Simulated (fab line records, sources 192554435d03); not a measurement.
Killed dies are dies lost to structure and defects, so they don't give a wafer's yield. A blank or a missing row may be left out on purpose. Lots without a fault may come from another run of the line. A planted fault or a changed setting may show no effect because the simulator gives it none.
Split-lot experiment | flow n5_finfet | 7 lots, 39 wafers read, on a route of 1938 steps

THE SPLIT
At N5_DUMMY_GATE_EXPOSE_12 (exposes mask GATE, target cd 25 nm), the setting dose_mj was moved away from the recipe's 34 on 15 of the 39 wafers read, by -7.9% to +3.3%. The other wafers ran this setting at the recipe's value.

FROM THE SPLIT TO THE READING: what the file shows between them, 9 steps
- N5_DUMMY_GATE_PEB_13: peb time 60 s
- N5_DUMMY_GATE_DEVELOP_14: develop time 30 s
- N5_DUMMY_GATE_CD_MEAS_15: target cd 25.8 nm
- N5_DUMMY_GATE_STRIP_38: strips in N2/H2
- N5_DUMMY_GATE_STRIP_39: strips in N2/H2
- N5_DUMMY_GATE_TRIM_49: chemistry O2, time 29 s, target cd 14 nm
- N5_DUMMY_GATE_STRIP_40: strips in CF4
- N5_DUMMY_GATE_ETCH_23: etches poly-Si in HBr/Cl2/O2, target depth 41 nm, time 22.3 s
- N5_DUMMY_GATE_ETCH_44: etches poly-Si in HBr/O2, stops on SiO2, target depth 127.5 nm

THE READING
cd_nm, in nm, at N5_DUMMY_GATE_CD_MEAS_24 (target cd 15 nm). Fault-free wafers of this fab line usually give 15.0 nm, standard deviation 0.43 nm.

wafer  | tool, chamber at the split | dose_mj as run | against the recipe | cd_nm, nm | against lot-mates on the recipe
L074.1 | euv_scanner-02, 0          | 34             | recipe             | 14.4      | -
L074.2 | euv_scanner-02, 0          | 31.54          | -7.2%              | 16.2      | +1.6
L074.3 | euv_scanner-02, 0          | 31.54          | -7.2%              | 16.3      | +1.7
L074.4 | euv_scanner-02, 0          | 34             | recipe             | 15.1      | -
L074.5 | euv_scanner-02, 0          | 31.54          | -7.2%              | 16.2      | +1.6
L074.6 | euv_scanner-02, 0          | 34             | recipe             | 14.3      | -
L078.1 | euv_scanner-01, 0          | 34             | recipe             | 15.3      | -
L078.2 | euv_scanner-01, 0          | 32.24          | -5.2%              | 15.9      | +0.8
L078.3 | euv_scanner-01, 0          | 34             | recipe             | 15.0      | -
L078.4 | euv_scanner-01, 0          | 34             | recipe             | 15.1      | -
L078.5 | euv_scanner-01, 0          | 32.24          | -5.2%              | 15.5      | +0.4
L078.6 | euv_scanner-01, 0          | 32.24          | -5.2%              | 16.3      | +1.2
L079.1 | euv_scanner-01, 0          | 31.31          | -7.9%              | 17.2      | +1.9
L079.2 | euv_scanner-01, 0          | 34             | recipe             | 15.3      | -
L079.3 | euv_scanner-01, 0          | 31.31          | -7.9%              | 16.5      | +1.2
L079.4 | euv_scanner-01, 0          | 34             | recipe             | 15.7      | -
L079.5 | euv_scanner-01, 0          | 31.31          | -7.9%              | 16.6      | +1.3
L079.6 | euv_scanner-01, 0          | 34             | recipe             | 15.0      | -
L083.1 | euv_scanner-02, 0          | 34             | recipe             | 15.4      | -
L083.2 | euv_scanner-02, 0          | 34             | recipe             | 15.2      | -
L083.3 | euv_scanner-02, 0          | 34             | recipe             | 14.7      | -
L083.4 | euv_scanner-02, 0          | 34             | recipe             | 14.4      | -
L083.5 | euv_scanner-02, 0          | 34             | recipe             | 15.1      | -
L083.6 | euv_scanner-02, 0          | 34             | recipe             | 14.8      | -
L087.1 | euv_scanner-01, 0          | 34             | recipe             | 14.8      | -
L087.2 | euv_scanner-01, 0          | 32.07          | -5.7%              | 16.2      | +1.4
L087.3 | euv_scanner-01, 0          | 34             | recipe             | 15.2      | -
L087.4 | euv_scanner-01, 0          | 34             | recipe             | 14.5      | -
L087.5 | euv_scanner-01, 0          | 32.07          | -5.7%              | 16.1      | +1.3
L087.6 | euv_scanner-01, 0          | 32.07          | -5.7%              | 15.6      | +0.8
L088.2 | euv_scanner-02, 0          | 34             | recipe             | 14.4      | -
L088.4 | euv_scanner-02, 0          | 34             | recipe             | 15.1      | -
L088.5 | euv_scanner-02, 0          | 34             | recipe             | 14.9      | -
L095.1 | euv_scanner-02, 0          | 35.11          | +3.3%              | 13.5      | -0.9
L095.2 | euv_scanner-02, 0          | 34             | recipe             | 14.4      | -
L095.3 | euv_scanner-02, 0          | 35.11          | +3.3%              | 14.6      | +0.2
L095.4 | euv_scanner-02, 0          | 35.11          | +3.3%              | 14.1      | -0.3
L095.5 | euv_scanner-02, 0          | 34             | recipe             | 14.8      | -
L095.6 | euv_scanner-02, 0          | 34             | recipe             | 14.1      | -

THE FIT
A straight line over all 39 wafers: cd_nm changes by -0.214 nm for each +1% of dose_mj; r = -0.88; the points scatter about the line by 0.39 nm.
The same after taking each lot's own level away (the mean of its wafers on the recipe; 39 wafers): -0.184 nm for each +1%; r = -0.89; scatter 0.33 nm.
On that fit, the largest move of dose_mj shifts the reading by 1.5 nm.
The lots' own levels span 14.43 to 15.33 nm, that is 2.1 times the standard deviation above.
So the lot-to-lot level changes the slope: the two fits differ.
Check: with one of the wafers moved furthest among these (-7.9%) left out of the fit, the line predicts +1.44 nm for it against its lot-mates. It came out at +1.87 nm against them.

OTHER SPLITS ON THESE WAFERS
These wafers also went through other splits before the reading. Each is held against what the fit with the lots' levels taken away leaves over:
other split on the same wafers               | wafers away from the commonest value | r with cd_nm (lot level and that fit taken away)
N5_FIN_SAQP_HM_DEP_03 time_s                 | 18                                   | +0.07
N5_STI_FIN_REVEAL_ETCHBACK_08 target_depth_a | 15                                   | -0.03

THE WHOLE CHAIN: every reading that the file lists as answering this split, in the file's order
step                     | what it does                             | reading                                                           | change (the file's fit)               | r (the file's)
N5_DUMMY_GATE_CD_MEAS_15 | target cd 25.8 nm                        | cd_nm                                                             | -0.189 nm for each +1% of the setting | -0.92
N5_DUMMY_GATE_TRIM_49    | chemistry O2, time 29 s, target cd 14 nm | DUMMY_GATE.cd_nm (the simulator's own value, which no gauge read) | -0.199 nm for each +1% of the setting | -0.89
N5_DUMMY_GATE_CD_MEAS_24 | target cd 15 nm                          | cd_nm                                                             | -0.187 nm for each +1% of the setting | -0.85

THE FILE'S OWN FIT
cd_nm changes by -0.187 nm for each +1% of dose_mj, r = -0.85.
